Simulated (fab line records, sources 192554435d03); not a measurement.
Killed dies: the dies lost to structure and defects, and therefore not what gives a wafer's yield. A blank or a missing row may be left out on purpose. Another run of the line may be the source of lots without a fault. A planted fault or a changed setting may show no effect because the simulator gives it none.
Chamber matching :: flow n5Finfet :: N5_BEOL_M0_SAQP_MANDREL2_REMOVE_110 on rieSi-02: 4 sister chambers
The step chemistry HBr/Cl2/O2, target a-Si, stops on SiCN, bt time 10 s. 20 wafers are shown with their chamber, then 10 later ones without.

## WAFERS WITH THEIR CHAMBER
wafer: L077.2
chamber: 1
drypumpMotorCurrentA (A): 4.9
throttleValvePct (%): 36.81
oes_o_777_au (a.u.): 0.97

wafer: L077.3
chamber: 2
drypumpMotorCurrentA (A): 6.6
throttleValvePct (%): 36.88
oes_o_777_au (a.u.): 1.05

wafer: L077.4
chamber: 3
drypumpMotorCurrentA (A): 4.9
throttleValvePct (%): 36.56
oes_o_777_au (a.u.): 0.94

wafer: L079.1
chamber: 1
drypumpMotorCurrentA (A): 4.9
throttleValvePct (%): 36.83
oes_o_777_au (a.u.): 0.97

wafer: L079.4
chamber: 2
drypumpMotorCurrentA (A): 6.6
throttleValvePct (%): 36.90
oes_o_777_au (a.u.): 1.04

wafer: L079.6
chamber: 3
drypumpMotorCurrentA (A): 4.8
throttleValvePct (%): 36.57
oes_o_777_au (a.u.): 0.95

wafer: L080.3
chamber: 3
drypumpMotorCurrentA (A): 4.9
throttleValvePct (%): 36.58
oes_o_777_au (a.u.): 0.95

wafer: L080.4
chamber: 2
drypumpMotorCurrentA (A): 6.6
throttleValvePct (%): 36.89
oes_o_777_au (a.u.): 1.05

wafer: L080.5
chamber: 0
drypumpMotorCurrentA (A): 6.2
throttleValvePct (%): 36.75
oes_o_777_au (a.u.): 0.99

wafer: L082.1
chamber: 2
drypumpMotorCurrentA (A): 6.6
throttleValvePct (%): 36.90
oes_o_777_au (a.u.): 1.04

wafer: L082.4
chamber: 1
drypumpMotorCurrentA (A): 4.9
throttleValvePct (%): 36.81
oes_o_777_au (a.u.): 0.98

wafer: L082.6
chamber: 2
drypumpMotorCurrentA (A): 6.6
throttleValvePct (%): 36.90
oes_o_777_au (a.u.): 1.05

wafer: L085.3
chamber: 1
drypumpMotorCurrentA (A): 4.9
throttleValvePct (%): 36.83
oes_o_777_au (a.u.): 0.97

wafer: L085.5
chamber: 3
drypumpMotorCurrentA (A): 4.9
throttleValvePct (%): 36.58
oes_o_777_au (a.u.): 0.94

wafer: L085.6
chamber: 0
drypumpMotorCurrentA (A): 6.2
throttleValvePct (%): 36.74
oes_o_777_au (a.u.): 0.98

wafer: L086.1
chamber: 1
drypumpMotorCurrentA (A): 5.0
throttleValvePct (%): 36.82
oes_o_777_au (a.u.): 0.97

wafer: L086.5
chamber: 1
drypumpMotorCurrentA (A): 4.9
throttleValvePct (%): 36.81
oes_o_777_au (a.u.): 0.98

wafer: L086.6
chamber: 2
drypumpMotorCurrentA (A): 6.6
throttleValvePct (%): 36.91
oes_o_777_au (a.u.): 1.04

wafer: L089.1
chamber: 2
drypumpMotorCurrentA (A): 6.6
throttleValvePct (%): 36.89
oes_o_777_au (a.u.): 1.04

wafer: L089.4
chamber: 3
drypumpMotorCurrentA (A): 4.8
throttleValvePct (%): 36.57
oes_o_777_au (a.u.): 0.94

SIGNATURES, as means of the wafers listed above
reading: drypumpMotorCurrentA
chamber 0: 6.200
chamber 1: 4.917
chamber 2: 6.600
chamber 3: 4.860
scatter within a chamber: 0.0356

reading: throttleValvePct
chamber 0: 36.7450
chamber 1: 36.8183
chamber 2: 36.8957
chamber 3: 36.5720
scatter within a chamber: 0.0093

reading: oes_o_777_au
chamber 0: 0.9850
chamber 1: 0.9733
chamber 2: 1.0443
chamber 3: 0.9440
scatter within a chamber: 0.00545
Rule: for each reading, subtract the chamber's mean from the wafer's reading, divide by that reading's scatter and square the result; add these up over the readings and take the root, which gives the wafer's distance from the chamber. If the next closest chamber is less than 2 further off than the closest, the wafer can't be placed; otherwise it belongs to the closest. The scatter: the root of (the sum of the squares of (reading less its chamber's mean) over the shown wafers, divided by (wafers less chambers)).

## WAFERS WITH NO CHAMBER GIVEN
wafer: L089.6
drypumpMotorCurrentA (A): 6.6
throttleValvePct (%): 36.90
oes_o_777_au (a.u.): 1.04

wafer: L093.1
drypumpMotorCurrentA (A): 4.9
throttleValvePct (%): 36.57
oes_o_777_au (a.u.): 0.94

wafer: L093.5
drypumpMotorCurrentA (A): 6.2
throttleValvePct (%): 36.76
oes_o_777_au (a.u.): 0.99

wafer: L093.6
drypumpMotorCurrentA (A): 4.9
throttleValvePct (%): 36.59
oes_o_777_au (a.u.): 0.94

wafer: L094.1
drypumpMotorCurrentA (A): 6.6
throttleValvePct (%): 36.88
oes_o_777_au (a.u.): 1.04

wafer: L094.3
drypumpMotorCurrentA (A): 4.9
throttleValvePct (%): 36.57
oes_o_777_au (a.u.): 0.94

wafer: L094.4
drypumpMotorCurrentA (A): 6.2
throttleValvePct (%): 36.74
oes_o_777_au (a.u.): 0.99

wafer: L095.2
drypumpMotorCurrentA (A): 6.6
throttleValvePct (%): 36.89
oes_o_777_au (a.u.): 1.04

wafer: L095.4
drypumpMotorCurrentA (A): 6.2
throttleValvePct (%): 36.74
oes_o_777_au (a.u.): 1.00

wafer: L095.5
drypumpMotorCurrentA (A): 6.5
throttleValvePct (%): 36.89
oes_o_777_au (a.u.): 1.05

## CHAMBER TAKEN BY EACH
wafer: L089.6
from the rows above: 2
in truth: 2

wafer: L093.1
from the rows above: 3
in truth: 3

wafer: L093.5
from the rows above: 0
in truth: 0

wafer: L093.6
from the rows above: 3
in truth: 3

wafer: L094.1
from the rows above: 2
in truth: 2

wafer: L094.3
from the rows above: 3
in truth: 3

wafer: L094.4
from the rows above: 0
in truth: 0

wafer: L095.2
from the rows above: 2
in truth: 2

wafer: L095.4
from the rows above: 0
in truth: 0

wafer: L095.5
from the rows above: 2
in truth: 2
Placed correctly: 10 of 10. Number that these rows cannot place: 0. Wrongly placed: 0.
